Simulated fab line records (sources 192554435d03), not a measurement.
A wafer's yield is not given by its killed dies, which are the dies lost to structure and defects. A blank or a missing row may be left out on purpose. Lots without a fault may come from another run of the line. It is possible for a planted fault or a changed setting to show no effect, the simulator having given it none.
fab line records	flow n5_finfet
record: lots: 7	wafers: 19	last_day: 17
route steps=1938 shown BEOL_M7@1293 PASSIVATION@1936
lots that met no fault: taken from a fault-free run of the same line
start_h: hours from the record's first day to the start of the lot's first wafer shown	wait_h: how many hours have passed since the lot's step before this one	" as in the row above	L1.1+2: several wafers, shown together as one row	- value missing, or start not given	* or withheld: withheld	< > ~ a bound
route shown NAME@n: NAME is a module with steps in the file, n the number in the route of the first one	usual: mean/standard deviation of fault-free wafers	same: alike in all rows	chamber/n: place in a boat	sites: each site's reading	_std_site: standard deviation across them	_edge_site: outer sites' mean less inner sites'	radius_mm: how far each site lies from the wafer's centre	mask NAME#n: copy n	behind: the tool/chamber that last shaped the wafer	hold: cause of the lot's hold/its duration in hours/its outcome	device: which transistor (n, p or np) failed to switch	end of line: the same wafers' tests at the end of the route	step lacking rows: just its recipe	killed: not the wafer's yield, but the dies lost to structure and defects at the first sort	map: a wafer's dies, marking killed ones x, the rest . and places with no die _
set.NAME: the setting the step ran with; set.NAME@STEP: the setting that earlier step ran with	model.NAME: the simulator's own value behind a step, which no gauge read
certain route steps with their lots: each step a table, each wafer a row
services: a tool's chamber out of use, with start hour (start_h, from the record's first day; less than 0 if before it), hours out, and reason
== steps ==
step: N5_BEOL_M7_EXPOSE_25
recipe: mask_id: V6	na: 0.33	source_shape: annular	sigma_inner: 0.4	sigma_outer: 0.8	polarization: unpolarized	target_cd_nm: 40	dose_mj: 42.5
step: N5_BEOL_M7_PEB_26
recipe: peb_temp_c: 100	peb_time_s: 60	resist: CAR-EUV
step: N5_BEOL_M7_DEVELOP_27
recipe: develop_time_s: 30	developer: TMAH	resist: CAR-EUV	rinse_liquid: surfactant_rinse	dry: air_spin	dev_temp_c: 23
step: N5_BEOL_M7_CD_MEAS_28
recipe: target_cd_nm: 40	landing_energy_ev: 500	detector: se_inlens
usual: cd_nm: 39.97/0.27
lot.wafer	tool	chamber	start_h	wait_h	cd_nm
L279.3	cd_sem-02	0	226.68	-	39.85
L279.4	"	0	"	"	40.04
L279.5	"	0	"	"	39.42
L278.1	cd_sem-01	0	228.94	-	40.04
L278.4	"	0	"	"	39.76
L278.6	"	0	"	"	40.36
L286.1	cd_sem-02	0	279.61	-	39.74
L286.6	"	0	"	"	39.97
L288.2	cd_sem-01	0	281.46	-	39.67
L288.5	"	0	"	"	39.80
L288.6	"	0	"	"	39.98
L292.4	cd_sem-02	0	312.08	-	40.16
L292.6	"	0	"	"	40.07
L293.1	cd_sem-01	0	312.19	-	39.60
L293.4	"	0	"	"	39.77
L293.6	"	0	"	"	39.86
L295.3	cd_sem-02	0	327.32	-	40.07
L295.4	"	0	"	"	39.87
L295.5	"	0	"	"	39.78
step: N5_BEOL_M7_OVL_MEAS_29
recipe: points_per_wafer: 522
usual: V6_OVL: 0.2/0.75
lot.wafer	tool	chamber	start_h	wait_h	V6_OVL[nm]
L279.3	overlay-02	0	226.72	0.0	2.0
L279.4	"	0	"	"	0.5
L279.5	"	0	"	"	2.1
L278.1	overlay-01	0	228.97	0.0	-0.4
L278.4	"	0	"	"	-0.7
L278.6	"	0	"	"	-0.5
L286.1	overlay-02	0	279.64	0.0	0.3
L286.6	"	0	"	"	0.1
L288.2	overlay-02	0	281.50	0.0	0.1
L288.5	"	0	"	"	0.8
L288.6	"	0	"	"	0.4
L292.4	overlay-01	0	312.12	0.0	-0.3
L292.6	"	0	"	"	1.1
L293.1	overlay-02	0	312.22	0.0	-0.3
L293.4	"	0	"	"	0.6
L293.6	"	0	"	"	0.4
L295.3	overlay-01	0	327.36	0.0	0.3
L295.4	"	0	"	"	-0.3
L295.5	"	0	"	"	-0.7
step: N5_BEOL_M7_INSPECT_30
recipe: mode: adi	inspect_instrument: brightfield
usual: raw_defect_count: 424/70
lot.wafer	tool	chamber	start_h	wait_h	raw_defect_count
L279.3	defect_inspect-02	-	226.76	0.0	423
L279.4	"	-	"	"	450
L279.5	"	-	"	"	286
L278.1	defect_inspect-01	-	229.02	0.1	502
L278.4	"	-	"	"	487
L278.6	"	-	"	"	534
L286.1	defect_inspect-01	-	279.70	0.1	418
L286.6	"	-	"	"	403
L288.2	defect_inspect-01	-	281.68	0.2	439
L288.5	"	-	"	"	381
L288.6	"	-	"	"	370
L292.4	defect_inspect-02	-	312.16	0.0	475
L292.6	"	-	"	"	414
L293.1	defect_inspect-02	-	312.28	0.1	383
L293.4	"	-	"	"	398
L293.6	"	-	"	"	500
L295.3	defect_inspect-01	-	327.41	0.0	325
L295.4	"	-	"	"	381
L295.5	"	-	"	"	284
step: N5_BEOL_M7_DESCUM_33
recipe: chemistry: O2	time_s: 7	source_power_w: 50	bias_power_w: 20	pressure_mtorr: 20	rf_frequency_hz: 2.712e+07	temp_c: 40	resist: CAR-EUV	o2_flow_sccm: 225
usual: chamber_pressure_mTorr: 20.001/0.021	drypump_motor_current_A: 5.8/0.54	oes_product_au: 0.80/0.079	rf_vpp_V: 243.5/1.4	showerhead_plenum_p_Torr: 2.11/0.074	throttle_valve_pct: 20.45/0.21
lot.wafer	tool	chamber	start_h	wait_h	chamber_pressure_mTorr	drypump_motor_current_A	oes_product_au	rf_hours_counter_h	rf_vpp_V	showerhead_plenum_p_Torr	throttle_valve_pct
L279.3	rie_diel-02	3	226.89	0.1	19.993	6.6	0.90	26	244.7	2.15	20.21
L279.4	"	1	"	"	20.013	5.5	0.73	-	245.1	2.17	20.54
L279.5	"	0	"	"	19.999	5.1	0.90	-	245.9	2.21	20.58
L278.1	rie_diel-02	1	229.60	0.6	20.017	5.6	0.73	179	244.7	2.17	20.57
L278.4	"	1	"	"	20.020	5.6	0.73	-	244.6	2.17	20.57
L278.6	"	0	"	"	19.983	5.1	0.89	-	245.8	2.21	20.57
L286.1	rie_diel-02	2	280.09	0.4	20.013	5.1	0.79	106	243.0	2.02	20.35
L286.6	"	3	"	"	20.029	6.6	0.88	-	245.7	2.14	20.24
L288.2	rie_diel-02	2	281.71	0.0	20.030	5.1	0.78	106	241.4	2.02	20.37
L288.5	"	0	"	"	20.031	5.1	0.86	-	245.5	2.21	20.60
L288.6	"	1	"	"	19.994	5.5	0.72	-	245.4	2.17	20.55
L292.4	rie_diel-02	2	312.37	0.2	19.997	5.1	0.78	115	241.5	2.02	20.38
L292.6	"	1	"	"	19.995	5.5	0.72	-	244.3	2.16	20.59
L293.1	rie_diel-05	0	312.65	0.4	20.017	5.6	0.89	40	241.5	2.05	20.13
L293.4	"	3	"	"	20.015	5.7	0.89	29	245.0	2.23	20.36
L293.6	"	0	"	"	19.995	5.6	0.89	-	241.9	2.05	20.11
L295.3	rie_diel-06	2	327.44	0.0	20.007	6.5	0.73	189	243.5	2.08	20.58
L295.4	"	3	"	"	19.992	6.5	0.79	118	242.3	2.03	20.52
L295.5	"	1	"	"	19.990	5.5	0.71	-	240.8	1.97	20.44
step: N5_BEOL_M7_ETCH_72
recipe: chemistry: N2/H2	target: underlayer	target_depth_a: 65	mask_material: CAR-EUV	time_s: 5.2	ion_energy_ev: 200	pressure_mtorr: 30	source_w: 840	bias_w: 150	n2_flow_sccm: 200	h2_flow_sccm: 200	ends: cleared
usual: chamber_pressure_mTorr: 30.00/0.038	drypump_motor_current_A: 5.8/0.54	etch_rf_on_time_s: 5.20/0.094	n2_flow_sccm: 200.0/0.6	oes_product_au: 0.68/0.068	rf_vpp_V: 524.6/2.9	showerhead_plenum_p_Torr: 2.57/0.09	throttle_valve_pct: 17.89/0.25
lot.wafer	tool	chamber	start_h	wait_h	chamber_pressure_mTorr	drypump_motor_current_A	etch_rf_on_time_s	n2_flow_sccm	oes_product_au	rf_hours_counter_h	rf_vpp_V	showerhead_plenum_p_Torr	throttle_valve_pct
L279.3	rie_diel-02	3	226.92	0.0	30.04	6.6	5.04	200.7	0.78	26	526.7	2.59	17.47
L279.4	"	1	"	"	29.99	5.6	5.35	200.2	0.62	-	529.2	2.65	18.10
L279.5	"	0	"	"	29.93	5.1	5.07	200.7	0.76	-	527.5	2.71	18.06
L278.1	rie_diel-02	1	229.63	0.0	29.98	5.5	5.31	199.9	0.62	179	528.1	2.64	18.11
L278.4	"	1	"	"	29.97	5.5	5.31	199.1	0.62	-	526.3	2.64	18.11
L278.6	"	0	"	"	30.04	5.1	5.10	200.3	0.75	-	528.5	2.71	18.07
L286.1	rie_diel-02	2	280.12	0.0	30.01	5.1	5.29	200.0	0.66	106	520.9	2.46	17.71
L286.6	"	3	"	"	29.95	6.5	5.05	199.0	0.75	-	523.8	2.58	17.50
L288.2	rie_diel-02	2	281.75	0.0	29.90	5.1	5.33	199.2	0.66	106	521.0	2.46	17.72
L288.5	"	0	"	"	30.03	5.1	5.22	199.4	0.73	-	530.0	2.70	18.10
L288.6	"	1	"	"	29.99	5.5	5.34	200.4	0.61	-	525.1	2.64	18.15
L292.4	rie_diel-02	2	312.41	0.0	29.99	5.1	5.36	200.5	0.65	115	521.3	2.46	17.74
L292.6	"	1	"	"	29.95	5.6	5.33	199.5	0.60	-	525.1	2.63	18.13
L293.1	rie_diel-05	0	312.68	0.0	30.01	5.7	5.11	200.8	0.75	40	519.6	2.49	17.56
L293.4	"	3	"	"	29.96	5.7	5.16	199.9	0.76	29	528.8	2.70	17.79
L293.6	"	0	"	"	30.02	5.7	5.09	199.9	0.76	-	521.3	2.49	17.58
L295.3	rie_diel-06	2	327.48	0.0	30.01	6.6	5.23	201.2	0.63	189	521.6	2.52	17.90
L295.4	"	3	"	"	30.00	6.6	5.16	200.7	0.67	118	520.8	2.46	17.90
L295.5	"	1	"	"	30.04	5.5	5.27	199.8	0.60	-	523.4	2.41	18.00
step: N5_BEOL_M7_ETCH_65
recipe: chemistry: CF4	target: SiARC	target_depth_a: 156	mask_material: CAR-EUV	time_s: 26	ion_energy_ev: 80	pressure_mtorr: 40	source_w: 545	bias_w: 36	Ar_flow_sccm: 100	cf4_flow_sccm: 100	ends: cleared
usual: chamber_pressure_mTorr: 40.00/0.038	drypump_motor_current_A: 5.8/0.54	etch_rf_on_time_s: 25.9/0.46	oes_product_au: 0.68/0.067	rf_vpp_V: 184.2/1.3	showerhead_plenum_p_Torr: 2.16/0.072	throttle_valve_pct: 15.62/0.23
lot.wafer	tool	chamber	start_h	wait_h	chamber_pressure_mTorr	drypump_motor_current_A	etch_rf_on_time_s	oes_product_au	rf_hours_counter_h	rf_vpp_V	showerhead_plenum_p_Torr	throttle_valve_pct
L279.3	rie_diel-02	3	226.94	0.0	39.98	6.6	25.2	0.77	26	185.9	2.18	15.27
L279.4	"	1	"	"	40.05	5.5	26.2	0.63	-	184.0	2.21	15.69
L279.5	"	0	"	"	40.00	5.1	25.3	0.76	-	185.3	2.27	15.78
L278.1	rie_diel-02	1	229.65	0.0	39.95	5.5	26.2	0.63	179	184.6	2.21	15.68
L278.4	"	1	"	"	39.97	5.5	26.4	0.63	-	186.0	2.21	15.70
L278.6	"	0	"	"	40.02	5.1	25.1	0.76	-	184.5	2.27	15.79
L286.1	rie_diel-02	2	280.14	0.0	40.01	5.0	26.2	0.68	106	181.9	2.07	15.51
L286.6	"	3	"	"	40.09	6.6	25.5	0.74	-	183.7	2.17	15.29
L288.2	rie_diel-02	2	281.76	0.0	39.92	5.1	26.4	0.67	106	183.1	2.07	15.50
L288.5	"	0	"	"	40.02	5.1	25.6	0.73	-	186.0	2.27	15.82
L288.6	"	1	"	"	39.97	5.6	26.5	0.61	-	186.2	2.21	15.74
L292.4	rie_diel-02	2	312.42	0.0	39.96	5.0	26.3	0.66	115	182.0	2.07	15.54
L292.6	"	1	"	"	40.02	5.6	26.3	0.61	-	184.9	2.20	15.74
L293.1	rie_diel-05	0	312.70	0.0	39.99	5.6	25.4	0.76	40	182.9	2.09	15.22
L293.4	"	3	"	"	39.98	5.7	25.6	0.76	29	185.9	2.27	15.49
L293.6	"	0	"	"	39.96	5.7	25.2	0.76	-	183.8	2.09	15.21
L295.3	rie_diel-06	2	327.49	0.0	39.97	6.5	26.8	0.63	189	184.3	2.13	15.81
L295.4	"	3	"	"	39.94	6.5	26.2	0.68	118	181.9	2.07	15.65
L295.5	"	1	"	"	39.99	5.5	26.8	0.60	-	182.4	2.04	15.70
step: N5_BEOL_M7_ETCH_66
recipe: chemistry: N2/H2	target: SOC	target_depth_a: 800	overetch_a: 160	mask_material: SiARC	temp_c: 40	time_s: 120	ion_energy_ev: 200	pressure_mtorr: 30	source_w: 840	bias_w: 150	n2_flow_sccm: 200	h2_flow_sccm: 200
usual: chamber_pressure_mTorr: 30.002/0.028	drypump_motor_current_A: 5.8/0.54	n2_flow_sccm: 200.1/0.64	oes_product_au: 0.61/0.054	rf_vpp_V: 524.5/2.4	run_length_s: 143.4/0.49	showerhead_plenum_p_Torr: 2.57/0.09	throttle_valve_pct: 17.85/0.25
lot.wafer	tool	chamber	start_h	wait_h	chamber_pressure_mTorr	drypump_motor_current_A	n2_flow_sccm	oes_product_au	rf_hours_counter_h	rf_vpp_V	run_length_s	showerhead_plenum_p_Torr	throttle_valve_pct
L279.3	rie_diel-02	3	226.97	0.0	29.978	6.6	199.4	0.68	26	525.0	143.3	2.59	17.42
L279.4	"	1	"	"	29.990	5.6	199.6	0.57	-	525.1	144.4	2.65	18.08
L279.5	"	0	"	"	29.999	5.1	200.3	0.68	-	527.5	143.4	2.71	18.02
L278.1	rie_diel-02	1	229.68	0.0	30.027	5.6	199.9	0.56	179	526.5	144.4	2.64	18.08
L278.4	"	1	"	"	30.005	5.6	200.2	0.56	-	525.9	143.9	2.64	18.06
L278.6	"	0	"	"	30.009	5.1	199.8	0.67	-	527.7	143.7	2.71	18.02
L286.1	rie_diel-02	2	280.17	0.0	30.036	5.1	199.6	0.61	106	521.0	143.0	2.46	17.69
L286.6	"	3	"	"	29.990	6.6	199.5	0.66	-	524.9	143.1	2.58	17.45
L288.2	rie_diel-02	2	281.79	0.0	30.042	5.1	200.3	0.61	106	521.7	143.2	2.46	17.68
L288.5	"	0	"	"	29.988	5.1	200.8	0.65	-	527.6	143.0	2.70	18.06
L288.6	"	1	"	"	29.993	5.6	200.2	0.56	-	525.8	143.9	2.64	18.10
L292.4	rie_diel-02	2	312.45	0.0	30.010	5.1	199.9	0.59	115	520.9	143.0	2.46	17.69
L292.6	"	1	"	"	30.009	5.5	200.1	0.55	-	526.1	144.1	2.63	18.10
L293.1	rie_diel-05	0	312.73	0.0	30.006	5.6	201.1	0.66	40	522.2	143.7	2.49	17.52
L293.4	"	3	"	"	30.033	5.8	199.9	0.68	29	527.4	143.4	2.70	17.77
L293.6	"	0	"	"	30.027	5.7	201.1	0.67	-	521.3	143.5	2.49	17.52
L295.3	rie_diel-06	2	327.52	0.0	29.967	6.6	200.5	0.57	189	524.2	143.6	2.52	17.85
L295.4	"	3	"	"	29.978	6.6	200.8	0.61	118	522.6	143.6	2.46	17.83
L295.5	"	1	"	"	29.998	5.5	200.0	0.54	-	520.1	143.0	2.41	17.95
step: N5_BEOL_M7_STRIP_69
recipe: chemistry: N2/H2	temp_c: 40	n2_flow_sccm: 200	h2_flow_sccm: 200	rf_frequency_hz: 6e+07
step: N5_BEOL_M7_STRIP_73
recipe: chemistry: N2/H2	temp_c: 40	n2_flow_sccm: 200	h2_flow_sccm: 200	rf_frequency_hz: 6e+07
step: N5_BEOL_M7_VIA_ETCH_34
recipe: chemistry: C4F6/O2	target: SiCOH_lowk	target_depth_a: 1255	mask_material: SOC	taper_deg: 4	time_s: 50.5	ion_energy_ev: 250	pressure_mtorr: 30	source_w: 345	bias_w: 185	Ar_flow_sccm: 300	C4F6_flow_sccm: 10	O2_flow_sccm: 10
usual: C4F6_flow_sccm: 10.00/0.032	chamber_pressure_mTorr: 30.00/0.032	drypump_motor_current_A: 5.8/0.54	oes_f_703_au: 0.80/0.074	oes_product_au: 0.80/0.078	rf_vpp_V: 662/4.3	run_length_s: 73.9/0.48	showerhead_plenum_p_Torr: 2.87/0.095	throttle_valve_pct: 20.91/0.23
lot.wafer	tool	chamber	start_h	wait_h	C4F6_flow_sccm	chamber_pressure_mTorr	drypump_motor_current_A	oes_f_703_au	oes_product_au	rf_hours_counter_h	rf_vpp_V	run_length_s	showerhead_plenum_p_Torr	throttle_valve_pct	model.etch.depth_nm	model.SOC_of_BEOL_M7_COAT_63.thk_nm	model.BEOL_M7.cd_nm
L279.3	rie_diel-02	3	227.07	0.0	9.99	30.03	6.6	0.89	0.90	26	667	74.1	2.90	20.58	126.6	53.8	40.2
L279.4	"	1	"	"	10.02	30.00	5.6	0.74	0.73	-	660	74.5	2.93	20.92	122.3	54	40
L279.5	"	0	"	"	9.98	29.99	5.1	0.89	0.89	-	657	73.3	3.02	21.15	127.8	53.8	40.2
L278.1	rie_diel-02	1	229.78	0.0	9.97	30.01	5.6	0.74	0.73	179	659	74.4	2.93	20.93	123.5	53.8	40.2
L278.4	"	1	"	"	9.99	30.01	5.6	0.73	0.73	-	659	74.6	2.93	20.91	123.7	53.8	40
L278.6	"	0	"	"	9.97	30.02	5.1	0.88	0.88	-	658	73.3	3.02	21.15	127.4	54	40.6
L286.1	rie_diel-02	2	280.27	0.0	10.01	30.01	5.1	0.78	0.78	106	661	90.7	2.75	20.78	165.3	51.6	40.2
L286.6	"	3	"	"	10.02	29.99	6.6	0.86	0.88	-	667	91.1	2.89	20.61	172.4	51.4	40.2
L288.2	rie_diel-02	2	281.89	0.0	10.06	30.04	5.1	0.79	0.78	106	660	73.9	2.75	20.77	123.6	54	39.8
L288.5	"	0	"	"	9.99	30.07	5.1	0.86	0.86	-	657	73.7	3.01	21.20	127.4	53.6	40
L288.6	"	1	"	"	9.97	29.99	5.6	0.73	0.72	-	660	91.5	2.93	20.95	164.6	52	39.8
L292.4	rie_diel-02	2	312.55	0.0	9.96	30.02	5.1	0.76	0.78	116	659	73.4	2.75	20.79	124.2	54	39.6
L292.6	"	1	"	"	9.96	29.96	5.6	0.72	0.71	-	657	91.4	2.92	20.94	165.1	52	40
L293.1	rie_diel-05	0	312.83	0.0	9.94	29.99	5.6	0.88	0.88	40	666	74.5	2.78	20.51	126.7	53.4	40
L293.4	"	3	"	"	10.07	30.06	5.8	0.88	0.89	29	666	73.3	3.02	20.82	124.7	53.6	40
L293.6	"	0	"	"	10.00	30.00	5.6	0.88	0.88	-	666	74.1	2.78	20.50	125.4	53.4	40
L295.3	rie_diel-06	2	327.62	0.0	9.97	30.01	6.5	0.74	0.74	189	668	74.0	2.84	21.08	124.2	54	39.8
L295.4	"	3	"	"	9.97	30.00	6.6	0.79	0.79	118	655	74.3	2.75	20.91	124.7	53.6	40
L295.5	"	1	"	"	10.07	30.04	5.5	0.70	0.71	-	663	73.1	2.71	20.98	122.1	54	39.8
step: N5_BEOL_M7_STRIP_76
recipe: chemistry: C4F6/O2	resist: SiARC	rf_frequency_hz: 6e+07
step: N5_PASSIVATION_PROBE_49
usual: defect_limited_yield: 91.2/1.5	killed_at_M0_to_M3: 35/11	killed_at_M4_up: 13/5.6	killed_at_contacts: 13/6.3	killed_at_front_end: 38/12	killed_at_other: 3.7/2.9	killed_dies: 104/18	killed_open: 69/13	killed_short: 34/8.3	sort_bin_5_function: 5.2/0.95	sort_bin_6_memory: 3.3/0.68	sort_n_pass: 1076/18	sort_yield_pct: 91.2/1.5
same: gross_dies: 1180	killed_at_back_side: 0	sort_bin_4_leakage[%]: 0	sort_bin_8_speed[%]: 0
lot.wafer	tool	chamber	start_h	wait_h	defect_limited_yield[%]	killed_at_M0_to_M3	killed_at_M4_up	killed_at_contacts	killed_at_front_end	killed_at_other	killed_dies	killed_open	killed_short	sort_bin_5_function[%]	sort_bin_6_memory[%]	sort_n_pass	sort_yield_pct[%]
L279.3	prober-01	-	305.67	0.1	94.2	22	7	6	28	6	69	31	35	3.1	2.1	1111	94.2
L279.4	prober-01	-	305.72	0.2	93.7	36	8	6	14	10	74	50	22	3.8	2.3	1106	93.7
L279.5	prober-01	-	305.77	0.2	90.7	27	27	11	29	16	110	70	33	5.7	3.5	1070	90.7
killed by level:class
L279.3 FIN_SAQP:geometric_particle:short=8 BEOL_M0_SAQP:geometric_particle:short=6 GATE_CUT:geometric_particle:short=5 MOL_CONTACT_COAG:geometric_particle:open=4 BEOL_M1:geometric_particle:open=4 BEOL_M2:geometric_particle:open=4 FIN_SAQP:geometric_particle:open=3 DUMMY_GATE:geometric_particle:short=3
L279.4 BEOL_M2:geometric_particle:open=11 BEOL_M0_SAQP:geometric_particle:short=6 MOL_CONTACT_COAG:geometric_particle:open=5 DUMMY_GATE:geometric_particle:open=4 BEOL_M0_SAQP:geometric_particle:open=4 BEOL_M1:geometric_particle:short=4 BEOL_M3:geometric_particle:open=4 STARTING-WAFER:geometric_particle:open=4
L279.5 MOL_CONTACT_COAG:geometric_particle:open=11 BEOL_M4:geometric_particle:open=11 FIN_SAQP:geometric_particle:short=7 BEOL_M0_SAQP:geometric_particle:short=6 STARTING-WAFER:geometric_particle:open=6 BEOL_M2:geometric_particle:open=5 PASS1_CAP:geometric_particle:open=5 BEOL_M0_SAQP:geometric_particle:open=4
== services ==
tool	chamber	start_h	hours	kind
rie_diel-06	2	297.63	7.9	repair
rie_diel-05	3	298.23	8.0	repair
rie_diel-06	-	302.99	14.6	pm
rie_diel-02	0	316.48	3.8	repair
== key ==
first_sign: step: N5_BEOL_M7_VIA_ETCH_34	reading: run_length_s	direction: up	sigmas: 36	usual: *	struck: *
effect none on later readings
model_effect: step: N5_BEOL_M7_VIA_ETCH_34	value: etch.depth_nm	without: 124.8	struck: 166.9
met_at N5_BEOL_M7_VIA_ETCH_34
struck_wafers L286.1,L286.6,L288.6,L292.6
onset_between 229.78 280.27
fault: kind: process_parameter_drift	tool: rie_diel-02	chamber: -	onset_h: 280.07	steps: N5_BEOL_M7_VIA_ETCH_34	channel: time_s	offset: *	shape: step	end_h: 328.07	scope: struck_wafers_only	acts_in: *	stated: *
